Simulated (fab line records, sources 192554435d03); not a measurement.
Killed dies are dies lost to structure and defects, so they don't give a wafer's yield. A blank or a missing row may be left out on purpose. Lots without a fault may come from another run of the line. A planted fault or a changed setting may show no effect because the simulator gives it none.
A struck lot beside a sound one | flow n5_finfet | 28 steps out of a route of 1938
Sound: wafers L909.2, L909.3, L909.5. Struck: wafers L915.2, L915.4, L915.5. The cause comes at the end.
At each step with rows: each side's tool, then ch and its chambers, then its first start. Under that, the readings that differ: sound wafers | struck wafers | difference of the means | sigmas: that difference in standard deviations of wafers without a fault.
alike: readings whose means differ by less than 2 such deviations, and words and numbers that are the same on both sides. not compared: withheld readings, readings that some wafer has no value for, bounds like >300 that may hide the same value, and numbers for which the record gives no deviation and whose values overlap.
The two part at a step that has a row with sigmas, a row that says differs or no value, or rows on one side only. Numbers that don't overlap but have no deviation are shown without sigmas and don't part them. A reading that every wafer of one side lacks parts them only if that side has two wafers or more.

first, 12 steps without rows for these wafers: N5_MOL_CONTACT_COAG_ETCH_89 (etches underlayer in N2/H2, target depth 13 nm, time 10.4 s); N5_MOL_CONTACT_COAG_ETCH_90 (etches SiARC in CF4, target depth 13 nm, time 21.7 s); N5_MOL_CONTACT_COAG_ALD_131 (deposits SiO2, target thk 5 nm, pulse time 1 s, co reactant pulse time 1 s); N5_MOL_CONTACT_COAG_ETCHBACK_132 (etches SiO2 in CHF3, target depth 10 nm, time 6.7 s); N5_MOL_CONTACT_COAG_ETCH_91 (etches SOC in N2/H2, target depth 60 nm, overetch 21 nm, time 101.2 s); N5_MOL_CONTACT_COAG_STRIP_92 (strips in N2/H2); N5_MOL_CONTACT_COAG_STRIP_93 (strips in N2/H2); N5_MOL_CONTACT_COAG_ETCHBACK_135 (etches SiO2 in CHF3, target depth 25 nm, time 16.7 s); N5_MOL_CONTACT_COAG_STRIP_118 (strips in CHF3); N5_MOL_CONTACT_COAG_VIA_ETCH_46 (etches SiO2 in C4F6/O2, target depth 46 nm, overetch 9.2 nm, time 40 s); N5_MOL_CONTACT_COAG_STRIP_96 (strips in N2/H2); N5_MOL_CONTACT_COAG_ETCH_47 (etches SiNx in CH3F/O2, stops on W, target depth 27 nm).
N5_MOL_CONTACT_COAG_STRIP_119: strips in N2/H2, time 30 s.
  sound on plasma_asher-02 ch 0,1, day 7 22:59; struck on plasma_asher-02 ch 0,1, day 9 07:50
  alike: drypump_motor_current_A, heater_power_w
  not compared: rf_hours_counter_h
then, 11 steps without rows for these wafers: N5_MOL_CONTACT_COAG_PRECLEAN_144 (cleans in alkaline clean, time 60 s); N5_MOL_CONTACT_COAG_SRD_145 (time 30 s); N5_MOL_CONTACT_COAG_COAT_62 (time 60 s, resist thk 60 nm); N5_MOL_CONTACT_COAG_COAT_63 (time 60 s, resist thk 10 nm); N5_MOL_CONTACT_COAG_COAT_64 (time 60 s, resist thk 10 nm); N5_MOL_CONTACT_COAG_COAT_34 (resist thk 40 nm); N5_MOL_CONTACT_COAG_EBR_36; N5_MOL_CONTACT_COAG_SOFTBAKE_35 (time 60 s); N5_MOL_CONTACT_COAG_EXPOSE_37 (exposes mask VD, defocus 0 nm); N5_MOL_CONTACT_COAG_PEB_38 (peb time 60 s); N5_MOL_CONTACT_COAG_DEVELOP_39 (develop time 30 s).
N5_MOL_CONTACT_COAG_INSPECT_42: inspects for defects (brightfield).
  sound on defect_inspect-02, day 7 23:40; struck on defect_inspect-02, day 9 08:25
  reading          | sound       | struck         | difference | sigmas
  raw_defect_count | 236 215 201 | 1515 1508 1558 | +1310      | +27
then, 1 step without rows for these wafers: N5_MOL_CONTACT_COAG_DESCUM_45 (chemistry O2, time 7 s).
-- the record jumps here: 3 days lie between the struck wafers' starts before and after (it left off in module MOL_CONTACT_COAG and takes up again in module BEOL_M4, whose first step shown is number 1111 of the route) --
N5_BEOL_M4_RC_MEAS_101:
  sound on prober-02 ch 0, day 11 04:28; struck on prober-02 ch 0, day 12 07:10
  reading       | sound       | struck      | difference | sigmas
  ION_N (uA/um) | 671 648 656 | 701 678 692 | +32        | +2
  alike: DIBL_N, DIBL_P, IOFF_N, IOFF_P, ION_P, SS_N, SS_P, VT_N, VT_P
-- the record jumps here: 4 days lie between the struck wafers' starts before and after (it left off in module BEOL_M4 and takes up again in module PASSIVATION, whose first step shown is number 1936 of the route) --
N5_PASSIVATION_PROBE_49:
  sound on prober-01, day 15 07:40; struck on prober-02, day 16 17:33
  reading                  | sound          | struck         | difference | sigmas
  defect_limited_yield (%) | 90.8 91.1 89.6 | 81.1 77.5 80.8 | -10.7      | -8
  killed_at_M4_up          | 13 25 13       | 6 11 6         | -9         | -2
  killed_at_contacts       | 13 9 13        | 165 164 138    | +144       | +21
  killed_dies              | 108 105 123    | 223 266 227    | +127       | +8
  sort_bin_5_function (%)  | 6.0 5.8 6.7    | 10.8 13.8 10.4 | +5.5       | +6
  sort_bin_6_memory (%)    | 2.8 2.9 3.1    | 4.4 3.8 4.4    | +1.3       | +2
  sort_n_pass              | 1072 1075 1057 | 955 914 953    | -127       | -6
  sort_yield_pct (%)       | 90.8 91.1 89.6 | 80.9 77.5 80.8 | -10.8      | -6
  alike: killed_at_M0_to_M3, killed_at_front_end, killed_at_other, killed_open, killed_short, sort_bin_4_leakage

WHERE THEY PART
First at N5_MOL_CONTACT_COAG_INSPECT_42; last, within this record, at N5_PASSIVATION_PROBE_49.

WHY: what the simulator had put in
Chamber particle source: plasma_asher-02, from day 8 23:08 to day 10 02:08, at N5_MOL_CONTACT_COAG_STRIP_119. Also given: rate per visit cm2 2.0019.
